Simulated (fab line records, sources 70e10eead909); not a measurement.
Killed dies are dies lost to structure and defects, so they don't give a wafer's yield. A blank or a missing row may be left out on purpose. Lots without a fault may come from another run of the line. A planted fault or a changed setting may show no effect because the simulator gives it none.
Which tool did it? | flow nand_harc | 13 lots, 39 wafers sampled, at 5 steps of a route of 1302

WHAT THE GAUGES READ, wafer by wafer
NHARC_P_ZERO_WELL_INSPECT_43.
lot  | measured     | on                | raw_defect_count
L838 | day 2 23:47  | defect_inspect-02 | 9 7 11
L839 | day 3 09:38  | defect_inspect-02 | 15 13 11
L841 | day 4 06:40  | defect_inspect-01 | 11 10 10
L842 | day 4 15:35  | defect_inspect-02 | 17 10 11
L843 | day 5 01:36  | defect_inspect-01 | 7 17 23
L844 | day 5 13:53  | defect_inspect-01 | 9 11 7
L846 | day 6 09:40  | defect_inspect-01 | 15 3 7
L853 | day 9 05:29  | defect_inspect-01 | 14 17 15
L854 | day 9 17:34  | defect_inspect-02 | 8 7 9
L856 | day 10 11:32 | defect_inspect-02 | 2 12 11
L857 | day 10 21:47 | defect_inspect-01 | 18 12 16
L858 | day 11 07:33 | defect_inspect-01 | 28 22 11
L859 | day 11 19:56 | defect_inspect-02 | 9 9 16

NHARC_END_SORT_01.
lot  | measured     | on        | killed_at_array | killed_at_other | killed_at_periphery | killed_dies | killed_open | killed_short
L853 | day 31 11:38 | prober-01 | 33 32 34        | 0 0 0           | 2 1 1               | 35 33 35    | 3 5 4       | 2 0 2

WHICH TOOL RAN EACH LOT (tool, then ch and the chambers of the sampled wafers, then the start)
lot  | NHARC_P_ZERO_WELL_RTA_42         | NHARC_P_STI_EXPOSE_06             | NHARC_P_STI_CMP_21
L838 | rtp_anneal-01 ch 0, day 2 23:13  | krf_scanner-04 ch 0, day 3 14:15  | cmp-03 ch 1,2,3, day 4 08:50
L839 | rtp_anneal-02 ch 0, day 3 08:56  | krf_scanner-01 ch 0, day 4 02:30  | cmp-04 ch 0,1,2, day 4 21:30
L841 | rtp_anneal-02 ch 0, day 4 06:06  | krf_scanner-04 ch 0, day 4 23:03  | cmp-03 ch 1,3, day 5 19:25
L842 | rtp_anneal-01 ch 0, day 4 14:54  | krf_scanner-01 ch 0, day 5 07:17  | cmp-03 ch 1,2, day 6 02:19
L843 | rtp_anneal-01 ch 0, day 5 00:55  | krf_scanner-01 ch 0, day 5 15:51  | cmp-02 ch 1,2,3, day 6 09:43
L844 | rtp_anneal-01 ch 0, day 5 13:12  | krf_scanner-02 ch 0, day 6 04:28  | cmp-02 ch 2,3, day 7 02:04
L846 | rtp_anneal-02 ch 0, day 6 09:06  | krf_scanner-04 ch 0, day 7 00:12  | cmp-02 ch 1,2,3, day 7 18:40
L853 | rtp_anneal-01 ch 0, day 9 04:49  | krf_scanner-02 ch 0, day 9 20:01  | cmp-04 ch 1,2,3, day 10 17:25
L854 | rtp_anneal-02 ch 0, day 9 16:53  | krf_scanner-01 ch 0, day 10 11:21 | cmp-03 ch 1,2, day 11 09:52
L856 | rtp_anneal-02 ch 0, day 10 10:58 | krf_scanner-04 ch 0, day 11 04:14 | cmp-02 ch 1,2,3, day 11 23:27
L857 | rtp_anneal-02 ch 0, day 10 21:20 | krf_scanner-04 ch 0, day 11 14:22 | cmp-02 ch 0,3, day 12 15:19
L858 | rtp_anneal-01 ch 0, day 11 06:59 | krf_scanner-04 ch 0, day 12 00:05 | cmp-02 ch 1,3, day 12 18:55
L859 | rtp_anneal-02 ch 0, day 11 19:22 | krf_scanner-02 ch 0, day 12 13:59 | cmp-03 ch 0,1,2, day 13 08:20
- NHARC_P_ZERO_WELL_RTA_42: time 300 s.
- NHARC_P_STI_EXPOSE_06: exposes mask P STI, target cd 200 nm.
- NHARC_P_STI_CMP_21: polishes, t overpolish 20 s, target thk 380.67 nm.

WHAT THE TOOLS THEMSELVES READ (means of the sampled wafers that have a number; where no wafer has one, the mark that the record gives instead)
NHARC_P_ZERO_WELL_RTA_42.
lot  | tool          | lamp_power_pct (%) | wafer_temp_C_max
L838 | rtp_anneal-01 | 36.2               | 1106.2
L839 | rtp_anneal-02 | 33.5               | 1106.2
L841 | rtp_anneal-02 | 33.4               | 1107.1
L842 | rtp_anneal-01 | 36.2               | 1107.0
L843 | rtp_anneal-01 | 36.2               | 1107.2
L844 | rtp_anneal-01 | 36.1               | 1106.4
L846 | rtp_anneal-02 | 33.5               | 1108.3
L853 | rtp_anneal-01 | 36.2               | 1106.9
L854 | rtp_anneal-02 | 33.5               | 1108.2
L856 | rtp_anneal-02 | 33.5               | 1107.1
L857 | rtp_anneal-02 | 33.5               | 1107.8
L858 | rtp_anneal-01 | 36.1               | 1105.8
L859 | rtp_anneal-02 | 33.5               | 1107.3

NHARC_P_STI_CMP_21.
lot  | tool   | motor_current_A (A) | overpolish_run_s (s)
L838 | cmp-03 | 11.2                | 20.001
L839 | cmp-04 | 13.3                | 20.001
L841 | cmp-03 | 12.1                | 20.002
L842 | cmp-03 | 10.7                | 19.988
L843 | cmp-02 | 11.7                | 19.999
L844 | cmp-02 | 12.1                | 20.003
L846 | cmp-02 | 12.1                | 19.998
L853 | cmp-04 | 13.6                | 20.001
L854 | cmp-03 | 10.5                | 20.004
L856 | cmp-02 | 11.9                | 19.992
L857 | cmp-02 | 13.4                | 19.999
L858 | cmp-02 | 12.4                | 19.998
L859 | cmp-03 | 10.3                | 20.006

THE ANSWER, worked out from the rows above alone
Rule: what is usual is taken from the lots themselves. Put in order of their means at a reading, lots are off if they are a third of the lots or fewer, leave a main group of 4 or more, and stand apart from it by a gap of 3 or more times the standard deviation of the main group's means; of several such gaps the widest counts. A main group whose means are all the same, to the digits that the tables above print for the reading, isn't used. A lot without any number at a reading at which 4 lots or more have one is off too. The other lots that the step has rows for count as sound. The gauges are gone through in route order, then the tools' own readings, and for those a lot's mean is taken as printed above. The first step at which some lot is off is used, and at that step the reading that is off furthest; a lot without a number counts as furthest.
No lot is off at any reading shown: from this, nothing can be told.

WHAT THE SIMULATOR HAD PUT IN
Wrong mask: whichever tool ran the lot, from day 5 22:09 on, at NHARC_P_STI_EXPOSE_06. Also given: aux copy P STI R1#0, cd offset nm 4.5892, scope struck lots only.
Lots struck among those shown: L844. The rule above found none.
